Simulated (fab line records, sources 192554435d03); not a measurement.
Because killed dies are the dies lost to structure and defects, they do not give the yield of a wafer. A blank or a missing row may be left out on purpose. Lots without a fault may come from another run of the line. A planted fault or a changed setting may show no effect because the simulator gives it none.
Matching of chambers || flow n5Finfet || N5_BEOL_M11_ETCH_65 on rieDiel-06: 4 sister chambers
The step etches SiARC in CF4, target depth 39 nm, time 65 s. 4 wafers are shown with their chamber, then 11 later ones without.

WAFERS PAIRED WITH THEIR CHAMBERS
{"wafer": "L087.5", "chamber": 0, "showerheadPlenumPTorr (Torr)": 2.11}
{"wafer": "L088.3", "chamber": 3, "showerheadPlenumPTorr (Torr)": 2.09}
{"wafer": "L092.5", "chamber": 2, "showerheadPlenumPTorr (Torr)": 2.14}
{"wafer": "L091.1", "chamber": 1, "showerheadPlenumPTorr (Torr)": 2.26}

WAFERS WHOSE CHAMBER IS MISSING
{"wafer": "L091.3", "showerheadPlenumPTorr (Torr)": 2.14}
{"wafer": "L091.6", "showerheadPlenumPTorr (Torr)": 2.09}
{"wafer": "L095.2", "showerheadPlenumPTorr (Torr)": 2.14}
{"wafer": "L095.3", "showerheadPlenumPTorr (Torr)": 2.08}
{"wafer": "L095.6", "showerheadPlenumPTorr (Torr)": 2.08}
{"wafer": "L097.1", "showerheadPlenumPTorr (Torr)": 2.10}
{"wafer": "L097.3", "showerheadPlenumPTorr (Torr)": 2.08}
{"wafer": "L097.6", "showerheadPlenumPTorr (Torr)": 2.14}
{"wafer": "L096.4", "showerheadPlenumPTorr (Torr)": 2.14}
{"wafer": "L096.5", "showerheadPlenumPTorr (Torr)": 2.26}
{"wafer": "L096.6", "showerheadPlenumPTorr (Torr)": 2.08}

CHAMBER TAKEN BY EACH
{"wafer": "L091.3", "from the rows above": 2, "in truth": 2}
{"wafer": "L091.6", "from the rows above": 3, "in truth": 3}
{"wafer": "L095.2", "from the rows above": 2, "in truth": 2}
{"wafer": "L095.3", "from the rows above": 3, "in truth": 3}
{"wafer": "L095.6", "from the rows above": 3, "in truth": 3}
{"wafer": "L097.1", "from the rows above": "can't be placed: 0 or 3", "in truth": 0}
{"wafer": "L097.3", "from the rows above": 3, "in truth": 3}
{"wafer": "L097.6", "from the rows above": 2, "in truth": 2}
{"wafer": "L096.4", "from the rows above": 2, "in truth": 2}
{"wafer": "L096.5", "from the rows above": 1, "in truth": 1}
{"wafer": "L096.6", "from the rows above": 3, "in truth": 3}
Correctly placed: 10 of 11. Not placeable from these rows: 1 (in 1, the candidates include the true chamber). 0 placed wrongly.
How it was worked out, from the rows above alone: a wafer's distance from a chamber is the root of the sum, over the readings, of the square of ((its reading less the chamber's mean) divided by the reading's scatter). If the next closest chamber is less than 2 further off than the closest, the wafer can't be placed; otherwise it belongs to the closest. A chamber's mean is the mean of its shown wafers. The scatter: with one shown wafer a chamber, the root of the mean of the squares of how far each hidden wafer lies from its nearest shown one.
